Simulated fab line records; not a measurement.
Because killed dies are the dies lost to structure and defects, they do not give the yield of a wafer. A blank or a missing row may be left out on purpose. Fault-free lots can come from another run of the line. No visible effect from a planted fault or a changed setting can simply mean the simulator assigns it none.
fab line records | flow nandHarc
[record] lots = 5 wafers = 15 lastDay = 23
route steps=1159 shown P_GATE@155 P_CONTACT@235 END@1159
lots untouched by any fault: they come from a run of this same line in which no faults occurred
startH: hours from the record's first day to the start of the lot's first wafer shown | waitH: hours from the lot's prior step to this one | " repeats the value in the row above | L1.1+2: a single row standing in for several wafers | - no value, or no start was given | * or withheld: withheld | < > ~ a bound
route shown NAME@n: NAME is a module with steps in the file, n the number in the route of the first one | usual: mean/standard deviation of fault-free wafers | same: alike in all rows | chamber/n: place in a boat | sites: each site's reading | _std_site: the standard deviation of these | _edge_site: inner sites' mean taken away from outer sites' mean | radiusMm: for every site, how far away it sits from the centre of the wafer | mask NAME#n: copy n | behind: tool/chamber where the wafer was last shaped | hold: cause of the lot's hold/its duration in hours/its outcome | device: names the non-switching transistor (n, p or np) | end of line: the tests these same wafers got at the end of their route | a step with no rows: only its recipe | killed: count of dies lost to structure and defects at first sort (not the wafer's yield) | map: dies across one wafer; x = killed, . = not, _ = none there
set.NAME: setting as actually run; set.NAME@STEP: the setting as run at that earlier step | model.NAME: the simulator's own value behind a step, which no gauge read
lots seen at some steps along the route; tables by step, rows by wafer
services: from which hour (startH, from the record's first day; less than 0 if before it) a tool's chamber was out of use, for how many hours, and why
[[steps]]
[step NHARC_P_GATE_ALD_36]
[recipe] targetThkA = 200 pulseTimeS = 60 aldCycles = 223 tempC = 400 material = SiNx
[step NHARC_P_GATE_ETCHBACK_37]
[recipe] targetDepthA = 345 timeS = 17.2 chf3FlowSccm = 50 o2FlowSccm = 10 arFlowSccm = 200 rfW = 500 biasW = 200 chemistry = CHF3/O2
[step NHARC_P_GATE_STRIP_101]
[recipe] timeS = 20 o2FlowSccm = 500 arFlowSccm = 0 biasW = 0 chemistry = O2
[step NHARC_P_GATE_PRECLEAN_97]
[recipe] timeS = 600 tempC = 120 chemistry = SPM
[step NHARC_P_GATE_SRD_98]
[step NHARC_P_GATE_PRECLEAN_99]
[recipe] timeS = * tempC = 50 bathAgeMin = 0 chemistry = SC1
[step NHARC_P_GATE_SRD_100]
[step NHARC_P_GATE_DEHYDRATE_38]
[recipe] tempC = 150 timeS = 120
[step NHARC_P_GATE_HMDS_39]
[recipe] timeS = 30
[step NHARC_P_GATE_COAT_40]
[recipe] spinRpm = 3000
[step NHARC_P_GATE_SOFTBAKE_41]
[recipe] tempC = 122 timeS = 95
[step NHARC_P_GATE_EBR_42]
[step NHARC_P_GATE_EXPOSE_43]
[recipe] na = 0.6 targetCdNm = 720 doseMj = 14.81 maskId = P_NSD
[usual] exposureDoseMJCm2 = 14.811/0.016 reticleTempC = 22.99/0.11
// columns lot.wafer tool chamber startH waitH mask exposureDoseMJCm2 reticleTempC
L585.2 krfScanner-04 0 142.85 - P_NSD#0 14.810 23.04
L585.4 " 0 " " P_NSD#0 14.809 23.01
L585.6 " 0 " " P_NSD#0 14.817 23.03
L587.2 krfScanner-04 0 155.00 - P_NSD#0 9.321 23.06
L587.3 " 0 " " P_NSD#0 9.307 23.12
L587.5 " 0 " " P_NSD#0 9.303 22.98
L588.3 krfScanner-04 0 155.48 - P_NSD#0 9.309 23.14
L588.4 " 0 " " P_NSD#0 9.315 22.72
L588.6 " 0 " " P_NSD#0 9.339 22.88
L592.2 krfScanner-04 0 177.71 - P_NSD#0 9.297 23.20
L592.5 " 0 " " P_NSD#0 9.299 23.17
L592.6 " 0 " " P_NSD#0 9.321 23.05
L597.2 krfScanner-03 0 211.51 - P_NSD#0 14.797 22.85
L597.5 " 0 " " P_NSD#0 14.806 22.82
L597.6 " 0 " " P_NSD#0 14.785 22.90
[step NHARC_P_GATE_PEB_44]
[recipe] pebTempC = 118 pebTimeS = 85
[step NHARC_P_GATE_DEVELOP_45]
[recipe] timeS = 70
[step NHARC_P_GATE_CD_MEAS_46]
[recipe] targetCdNm = 720 landingEnergyEv = 500
[usual] cdNm = 719.7/1.7
// columns lot.wafer tool chamber startH waitH cdNm
L585.2 cdSem-01 0 143.00 - 719.9
L585.4 " 0 " " 720.6
L585.6 " 0 " " 720.9
L587.2 cdSem-03 0 155.15 - 639.0
L587.3 " 0 " " 640.4
L587.5 " 0 " " 639.8
L588.3 cdSem-01 0 155.63 - 637.4
L588.4 " 0 " " 637.6
L588.6 " 0 " " 639.5
L592.2 cdSem-02 0 177.87 - 639.5
L592.5 " 0 " " 640.3
L592.6 " 0 " " 638.7
L597.2 cdSem-01 0 211.66 - 720.4
L597.5 " 0 " " 720.4
L597.6 " 0 " " 717.8
[step NHARC_P_GATE_HARDBAKE_47]
[recipe] tempC = 125 timeS = 80
[step NHARC_P_GATE_DESCUM_48]
[recipe] timeS = 3 o2FlowSccm = 200 arFlowSccm = 0 biasPowerW = 0 chemistry = O2
[usual] drypumpMotorCurrentA = 5.7/0.41 oesProductAu = 1.000/0.01 rfVppV = 57.8/0.89 showerheadPlenumPTorr = 1.91/0.056 throttleValvePct = 11.311/0.0087
// columns lot.wafer tool chamber startH waitH drypumpMotorCurrentA oesProductAu rfHoursCounterH rfVppV showerheadPlenumPTorr throttleValvePct model.P_GATE.cdNm
L585.2 rieDiel-13 1 143.20 - 5.2 0.988 11 56.8 1.89 11.307 719.8
L585.4 " 2 " " 5.6 1.005 13 56.6 2.00 11.317 721
L585.6 " 2 " " 5.6 1.001 - 57.6 2.00 11.303 721.2
L587.3 rieDiel-13 1 155.32 - 5.2 0.998 15 59.2 1.89 11.320 640.2
L587.2 " 2 " " 5.7 1.015 16 58.0 2.00 11.305 639
L587.5 " 1 " " 5.2 1.001 - 57.0 1.89 11.318 639.8
L588.3 rieDiel-08 0 155.80 - 6.3 0.994 11 56.9 1.95 11.320 638.5
L588.4 " 2 " " 5.5 1.000 7 57.3 1.96 11.301 638.6
L588.6 " 3 " " 5.8 0.990 - 58.4 1.90 11.332 639.3
L592.2 rieDiel-08 2 178.06 - 5.5 1.005 17 59.2 1.96 11.304 640.2
L592.6 " 3 " " 5.8 1.005 - 57.7 1.90 11.320 638.8
L592.5 " 0 " " 6.3 0.983 - 57.9 1.94 11.315 641
L597.2 rieDiel-13 1 211.83 - 5.2 1.021 34 57.8 1.88 11.319 720.1
L597.5 " 0 " " 5.5 1.006 - 57.8 1.83 11.293 721
L597.6 " 1 " " 5.2 1.004 - 58.3 1.88 11.313 717.8
[step NHARC_P_GATE_IMPLANT_49]
[recipe] energyKev = 30 doseCm2 = 3e+15 tiltDeg = 7
[step NHARC_P_GATE_STRIP_111]
[recipe] powerW = 1500 tempC = 110 timeS = 250 chemistry = N2/H2
[step NHARC_P_GATE_STRIP_75]
[recipe] powerW = 1500 tempC = 250 chemistry = O2
[step NHARC_P_GATE_STRIP_50]
[recipe] timeS = 900 tempC = 130 chemistry = SPM
[step NHARC_P_GATE_DEHYDRATE_51]
[recipe] tempC = 150 timeS = 120
[step NHARC_P_GATE_HMDS_52]
[recipe] timeS = 30
[step NHARC_P_GATE_COAT_53]
[recipe] spinRpm = 3000
[step NHARC_P_GATE_SOFTBAKE_54]
[recipe] tempC = 122 timeS = 95
[step NHARC_P_GATE_EBR_55]
[step NHARC_P_GATE_EXPOSE_56]
[recipe] na = 0.6 targetCdNm = 720 doseMj = 14.81 maskId = P_PSD
[step NHARC_P_GATE_PEB_57]
[recipe] pebTempC = 118 pebTimeS = 85
[step NHARC_P_GATE_DEVELOP_58]
[recipe] timeS = 70
[step NHARC_P_GATE_HARDBAKE_60]
[recipe] tempC = 125 timeS = 80
[step NHARC_P_GATE_DESCUM_61]
[recipe] timeS = 3 o2FlowSccm = 200 arFlowSccm = 0 biasPowerW = 0 chemistry = O2
[step NHARC_P_GATE_IMPLANT_62]
[recipe] energyKev = 20 doseCm2 = 3e+15 tiltDeg = 7
[step NHARC_P_GATE_STRIP_112]
[recipe] powerW = 1500 tempC = 110 timeS = 200 chemistry = N2/H2
[step NHARC_P_GATE_STRIP_76]
[recipe] powerW = 1500 tempC = 250 chemistry = O2
[step NHARC_P_GATE_STRIP_63]
[recipe] timeS = 900 tempC = 130 chemistry = SPM
[step NHARC_P_GATE_DEHYDRATE_83]
[recipe] tempC = 150 timeS = 120
[step NHARC_P_GATE_HMDS_84]
[recipe] timeS = 30
[step NHARC_P_GATE_COAT_85]
[recipe] spinRpm = 3000
[step NHARC_P_GATE_SOFTBAKE_86]
[recipe] tempC = 122 timeS = 95
[step NHARC_P_GATE_EBR_87]
[step NHARC_P_CONTACT_DESCUM_17]
[recipe] timeS = 3 o2FlowSccm = 200 arFlowSccm = 0 biasPowerW = 0 chemistry = O2
[usual] drypumpMotorCurrentA = 5.7/0.47 oesProductAu = 0.999/0.011 rfVppV = 57.9/0.93 showerheadPlenumPTorr = 1.92/0.097 throttleValvePct = 11.310/0.0099
// columns lot.wafer tool chamber startH waitH drypumpMotorCurrentA oesProductAu rfHoursCounterH rfVppV showerheadPlenumPTorr throttleValvePct model.P_CONTACT.cdNm
L585.2 rieDiel-09 1 151.49 0.1 4.9 0.989 8 58.6 2.00 11.299 89.75
L585.6 " 0 " " 6.4 0.999 - 57.8 1.81 11.305 88.99
L585.4 " 1 " " 4.9 0.989 - 57.9 2.00 11.304 89.75
L587.3 rieDiel-09 1 163.48 0.1 4.9 0.998 9 58.0 2.00 11.315 89.91
L587.2 " 2 " " 5.4 0.985 7 57.0 1.81 11.299 90.44
L587.5 " 1 " " 5.0 1.002 - 58.5 2.00 11.335 89.44
L588.3 rieDiel-09 3 164.37 0.1 6.0 0.989 7 58.7 1.85 11.314 89.31
L588.4 " 0 " " 6.3 0.996 9 58.1 1.81 11.324 88.47
L588.6 " 2 " " 5.4 0.986 - 58.0 1.81 11.314 89.34
L592.2 rieDiel-03 3 186.11 0.1 5.9 1.001 15 57.9 2.06 11.296 90.51
L592.6 " 1 " " 5.4 1.009 - 58.4 2.03 11.327 90.93
L592.5 " 2 " " 5.3 1.005 - 56.4 1.96 11.317 90.76
L597.2 rieDiel-09 3 220.86 0.4 6.0 0.987 11 56.9 1.85 11.304 91.21
L597.5 " 0 " " 6.4 0.999 - 58.0 1.81 11.291 90.14
L597.6 " 1 " " 4.9 0.994 - 57.3 2.00 11.301 90.05
[step NHARC_P_CONTACT_ETCH_35]
[recipe] targetDepthA = 390 overEtchFrac = 0.3 timeS = 65 ionEnergyEv = 80 cf4FlowSccm = 150 arFlowSccm = 0 rfW = 300 biasW = 100 chemistry = CF4
[usual] drypumpMotorCurrentA = 5.7/0.45 oesProductAu = 0.999/0.011 rfVppV = 151.3/1.3 showerheadPlenumPTorr = 1.77/0.083 throttleValvePct = 13.284/0.0081
// columns lot.wafer tool chamber startH waitH drypumpMotorCurrentA oesProductAu rfHoursCounterH rfVppV showerheadPlenumPTorr throttleValvePct model.P_CONTACT.cdNm
L585.2 rieDiel-09 1 151.60 0.1 4.9 0.996 8 152.0 1.85 13.287 89.38
L585.6 " 0 " " 6.3 0.996 - 150.5 1.68 13.279 89.04
L585.4 " 1 " " 4.9 0.997 - 150.6 1.85 13.280 89.47
L587.2 rieDiel-09 1 163.56 0.1 4.9 0.988 9 151.6 1.85 13.278 90.23
L587.3 " 2 " " 5.5 0.990 7 151.4 1.68 13.282 89.93
L587.5 " 1 " " 4.9 0.992 - 151.3 1.85 13.278 89.28
L588.4 rieDiel-09 2 164.44 0.1 5.4 0.985 8 150.0 1.68 13.286 88.53
L588.3 " 3 " " 6.0 0.992 7 149.6 1.71 13.291 89.21
L588.6 " 2 " " 5.4 0.988 - 149.3 1.68 13.289 89.29
L592.2 rieDiel-03 1 186.19 0.1 5.4 1.017 18 150.8 1.87 13.294 90.1
L592.5 " 3 " " 5.9 1.011 - 151.5 1.89 13.289 90.86
L592.6 " 0 " " 6.0 1.017 - 150.0 1.73 13.273 91.05
L597.2 rieDiel-09 2 221.03 0.2 5.4 0.987 14 150.5 1.67 13.266 90.97
L597.6 " 3 " " 6.0 0.983 - 149.4 1.71 13.289 90.03
L597.5 " 0 " " 6.3 0.997 - 149.7 1.68 13.300 89.91
[step NHARC_END_SORT_01]
[recipe] tempC = 25
[usual] killedAtArray = 26/10 killedAtOther = 0.8/1.1 killedAtPeriphery = 3.3/2.6 killedDies = 30/11 killedOpen = 3.4/1.8 killedShort = 2.0/1.3
[same] grossDies = 677
// columns lot.wafer tool chamber startH waitH killedAtArray killedAtOther killedAtPeriphery killedDies killedOpen killedShort
L587.2 prober-01 0 490.25 2.8 21 0 14 35 1 2
L587.3 prober-01 0 491.05 3.1 14 1 14 29 5 5
L587.5 prober-01 0 492.64 3.7 14 2 9 25 4 3
L592.2 prober-02 0 507.65 2.8 39 1 22 62 6 2
L592.5 prober-02 0 510.05 3.7 34 0 18 52 8 2
L592.6 prober-02 0 510.85 4.0 38 0 19 57 9 3
L588.3 prober-01 0 508.40 3.1 33 0 19 52 2 0
L588.4 prober-01 0 509.20 3.4 26 0 17 43 1 3
L588.6 prober-01 0 510.79 4.0 40 0 14 54 2 2
// killed by level:class
L587.2 P_GATE:areaExpose=13 A_STAIRCASE:chamberFilmFlake=10 A_CHANNEL_HOLE_D1:chamberFilmFlake=6 A_WL_FILL:geometricParticle:short=1 A_M0:geometricParticle:short=1 A_M1:geometricParticle:open=1 P_GATE:chamberFilmFlake=1 A_SLIT:chamberFilmFlake=1
L587.3 P_GATE:areaExpose=11 A_CHANNEL_HOLE_D1:chamberFilmFlake=4 P_M0:geometricParticle:open=2 A_CHANNEL_FILL_D1:geometricParticle:open=2 A_STAIRCASE:chamberFilmFlake=2 A_CHANNEL_FILL_D1:geometricParticle:short=1 A_WL_FILL:geometricParticle:short=1 A_CONTACT:geometricParticle:open=1
L587.5 P_GATE:areaExpose=9 A_CHANNEL_HOLE_D1:chamberFilmFlake=3 A_STAIRCASE:chamberFilmFlake=3 A_CONTACT:geometricParticle:open=2 A_M0:geometricParticle:open=2 A_CONTACT:chamberFilmFlake=2 A_ONON_D1:geometricParticle:short=1 A_WL_FILL:geometricParticle:short=1
L592.2 P_GATE:areaExpose=22 A_CHANNEL_HOLE_D1:chamberFilmFlake=17 A_SLIT:chamberFilmFlake=8 A_CONTACT:chamberFilmFlake=5 A_CHANNEL_HOLE_D1:geometricParticle:open=2 A_WL_FILL:chamberFilmFlake=2 A_SOURCE_PLATE:geometricParticle:open=1 A_WL_FILL:geometricParticle:short=1
L588.3 P_GATE:areaExpose=17 A_CHANNEL_HOLE_D1:chamberFilmFlake=12 A_SLIT:chamberFilmFlake=12 A_STAIRCASE:chamberFilmFlake=6 P_M0:geometricParticle:open=1 A_SGD_CUT:geometricParticle:open=1 P_GATE:chamberFilmFlake=1 A_ZERO_WELL:chamberFilmFlake=1
L588.4 P_GATE:areaExpose=16 A_SLIT:chamberFilmFlake=11 A_CHANNEL_HOLE_D1:chamberFilmFlake=7 A_STAIRCASE:chamberFilmFlake=3 A_CHANNEL_HOLE_D1:geometricParticle:short=1 A_SGD_CUT:geometricParticle:short=1 A_WL_FILL:geometricParticle:short=1 A_M0:geometricParticle:open=1
L592.5 A_CHANNEL_HOLE_D1:chamberFilmFlake=15 P_GATE:areaExpose=13 A_SLIT:chamberFilmFlake=9 A_CHANNEL_FILL_D1:chamberFilmFlake=3 P_GATE:geometricParticle:open=2 P_CONTACT:geometricParticle:open=1 P_M0:geometricParticle:open=1 P_M2:geometricParticle:open=1
L588.6 P_GATE:areaExpose=14 A_CHANNEL_HOLE_D1:chamberFilmFlake=11 A_SLIT:chamberFilmFlake=11 A_STAIRCASE:chamberFilmFlake=7 A_CONTACT:chamberFilmFlake=4 A_ZERO_WELL:chamberFilmFlake=2 A_ONON_D1:geometricParticle:open=1 A_ONON_D1:geometricParticle:short=1
L592.6 A_SLIT:chamberFilmFlake=16 P_GATE:areaExpose=15 A_CHANNEL_HOLE_D1:chamberFilmFlake=8 A_CONTACT:chamberFilmFlake=3 P_M0:geometricParticle:open=2 A_ONON_D1:geometricParticle:short=2 A_M0:geometricParticle:open=2 P_STI:geometricParticle:open=1
// map L587.2 (x killed, . not)
____________.____________
_________......._________
_______..........._______
______......x......______
_____..............._____
____.................____
____.................____
___......x............___
___.......x...........___
__.............x.......__
__.......x.............__
_......................._
_....x.......x..x...x..._
_....x....x.....x......._
_..x.........x.........._
_...........xx.........._
...............x.........
.......x...x.x.xx........
...............x.........
.........x......x........
.........xx..............
_........x.............._
_......................._
_......................._
_.........x............._
_...x..................._
__.....................__
__.....................__
___...................___
___......x.x..........___
____....xx.x.........____
____.................____
_____..............._____
______.............______
_______..........._______
_________......._________
____________.____________
// map L588.6 (x killed, . not)
____________.____________
_________...x..._________
_______.x..x......_______
______.............______
_____....x......x..._____
____.................____
____......x.....x....____
___.........x...x.x...___
___...................___
__..........x.x.x.x....__
__............x...x....__
_.......x.......x......._
_...........xx.........._
_...........x..........._
_.........x....xx......._
_.....x.....x.x........._
x......x.x...............
x.x............xx........
xx....x..xx.x..x.........
x........................
x.x......................
_.........x............._
_.....x....x............_
_x......................_
_x........xx.x.........._
_......................._
__.....................__
__.......x.............__
___...................___
___...................___
____.................____
____.........x.......____
_____..............._____
______.............______
_______..........._______
_________......._________
____________.____________
[[services]]
// columns tool chamber startH hours kind
krfScanner-03 - 123.37 47.3 repair
rieDiel-08 - 124.84 9.0 pm
krfScanner-04 - 126.00 4.0 pm
rieDiel-09 2 132.54 5.3 repair
rieDiel-09 0 135.12 - clean
rieDiel-09 1 135.12 - clean
rieDiel-09 3 135.12 - clean
rieDiel-09 3 138.03 15.4 repair
rieDiel-08 2 140.56 4.7 repair
rieDiel-03 - 144.21 0.9 repair
rieDiel-03 2 150.93 3.6 repair
rieDiel-09 0 159.62 - clean
rieDiel-09 1 159.62 - clean
rieDiel-09 2 159.62 - clean
rieDiel-09 3 159.62 - clean
rieDiel-09 3 179.25 3.7 repair
rieDiel-09 0 184.12 - clean
rieDiel-09 1 184.12 - clean
rieDiel-09 2 184.12 - clean
rieDiel-08 2 201.15 132.0 repair
rieDiel-09 3 203.13 6.7 repair
krfScanner-04 - 212.47 4.3 repair
rieDiel-09 0 214.62 4.3 repair
rieDiel-03 - 215.30 9.0 pm
[[key]]
[firstSign] step = NHARC_P_GATE_EXPOSE_43 reading = exposureDoseMJCm2 direction = down sigmas = 99+ usual = 14.811 struck = 9.312
[effect] step = NHARC_P_GATE_CD_MEAS_46 reading = cdNm direction = down sigmas = 49 usual = 719.7 struck = 639.1
[effect] step = NHARC_END_SORT_01 reading = killedAtPeriphery direction = up sigmas = 5 usual = 3.3 struck = 16.2
[modelEffect] step = NHARC_P_GATE_DESCUM_48 value = P_GATE.cdNm without = 718.9 struck = 639.5
[modelEffect] step = NHARC_P_CONTACT_DESCUM_17 value = P_CONTACT.cdNm without = 89.39 struck = 89.9
[modelEffect] step = NHARC_P_CONTACT_ETCH_35 value = P_CONTACT.cdNm without = 89.32 struck = 89.83
metAt NHARC_P_GATE_EXPOSE_43
struckWafers L587.2,L587.3,L587.5,L588.3,L588.4,L588.6,L592.2,L592.5,L592.6
testerLeftOut L587,L588,L592
[loopTrim] step = NHARC_P_CONTACT_EXPOSE_09 setting = dose lots = L587
onsetBetween 142.85 155.00
[fault] kind = processParameterDrift tool = krfScanner-04 chamber = - onsetH = 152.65 steps = NHARC_P_GATE_EXPOSE_43 channel = doseMj offset = -5.5 shape = step actsIn = theseRecipesOnly stated = 14.81
// testerLeftOut: of these lots the tester's yield and bins aren't shown, on N5 and GAA mostly nor the transistor test; their killed dies are dies lost to structure and defects alone, not to doping, threshold or leakage, so they don't give the yield
// loopTrim: a control loop set the setting to another value than it would have without faults
